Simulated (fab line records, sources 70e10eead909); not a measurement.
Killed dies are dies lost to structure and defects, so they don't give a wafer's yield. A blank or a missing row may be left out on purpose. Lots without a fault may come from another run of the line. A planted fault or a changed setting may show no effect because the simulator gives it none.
A struck lot beside a sound one | flow nand_harc | 15 steps out of a route of 1302
Sound: wafers L952.1, L952.3, L952.5. Struck: wafer L957.6. (L957.3, L957.5 of the same lot were not struck and are left out.) The cause comes at the end.
At each step with rows: each side's tool, then ch and its chambers, then its first start. Under that, the readings that differ: sound wafers | struck wafers | difference of the means | sigmas: that difference in standard deviations of wafers without a fault.
alike: readings whose means differ by less than 2 such deviations, and words and numbers that are the same on both sides. not compared: withheld readings, readings that some wafer has no value for, bounds like >300 that may hide the same value, and numbers for which the record gives no deviation and whose values overlap.
The two part at a step that has a row with sigmas, a row that says differs or no value, or rows on one side only. Numbers that don't overlap but have no deviation are shown without sigmas and don't part them. A reading that every wafer of one side lacks parts them only if that side has two wafers or more.

NHARC_A_ONON_D2_THK_MEAS_08: measures by ellipsometry.
  sound on film_metro-02, day 13 12:46; struck on film_metro-01, day 16 15:02
  alike: thk_nm
then, 1 step without rows for these wafers: NHARC_A_ONON_D2_DEP_09 (target thk 1000 nm).
NHARC_A_ONON_D2_THK_MEAS_11: measures by ellipsometry.
  sound on film_metro-02, day 13 13:20; struck on film_metro-01, day 16 15:37
  alike: thk_nm
then, 1 step without rows for these wafers: NHARC_A_ONON_D2_DEP_12 (target thk 1000 nm).
NHARC_A_ONON_D2_THK_MEAS_14: measures by ellipsometry.
  sound on film_metro-02, day 13 13:55; struck on film_metro-01, day 16 16:10
  alike: thk_nm
then, 2 steps without rows for these wafers: NHARC_A_ONON_D2_ANNEAL_15 (time 3600 s); NHARC_A_ONON_D2_DEP_16 (target thk 1000 nm).
NHARC_A_ONON_D2_THK_MEAS_18: measures by ellipsometry.
  sound on film_metro-01, day 13 21:41; struck on film_metro-01, day 17 02:46
  alike: thk_nm
then, 1 step without rows for these wafers: NHARC_A_ONON_D2_DEP_19 (target thk 1000 nm).
NHARC_A_ONON_D2_THK_MEAS_21: measures by ellipsometry.
  sound on film_metro-02, day 13 22:15; struck on film_metro-01, day 17 03:19
  alike: thk_nm
then, 1 step without rows for these wafers: NHARC_A_ONON_D2_DEP_22 (target thk 1000 nm).
NHARC_A_ONON_D2_THK_MEAS_24: measures by ellipsometry.
  sound on film_metro-01, day 13 22:49; struck on film_metro-01, day 17 03:55
  alike: thk_nm
NHARC_A_ONON_D2_DEP_25: target thk 1000 nm.
  sound on pecvd_onon-04 ch 0, day 13 22:53; struck on pecvd_onon-04 ch 0, day 17 04:05
NHARC_A_ONON_D2_THK_MEAS_27: measures by ellipsometry.
  sound on film_metro-02, day 13 23:23; struck on film_metro-01, day 17 04:39
  reading     | sound         | struck | difference | sigmas
  thk_nm (nm) | 1000 1002 999 | 712    | -288       | -22
  not compared: hold
-- the record jumps here: 12 days lie between the struck wafers' starts before and after (it left off in module A_ONON_D2 and takes up again in module END, whose first step shown is number 1302 of the route) --
NHARC_END_SORT_01:
  the record has rows for the struck wafers here (prober-01 ch 0, day 28 22:41) and none for the sound ones

WHERE THEY PART
First at NHARC_A_ONON_D2_THK_MEAS_27; last, within this record, at NHARC_END_SORT_01.

WHY: what the simulator had put in
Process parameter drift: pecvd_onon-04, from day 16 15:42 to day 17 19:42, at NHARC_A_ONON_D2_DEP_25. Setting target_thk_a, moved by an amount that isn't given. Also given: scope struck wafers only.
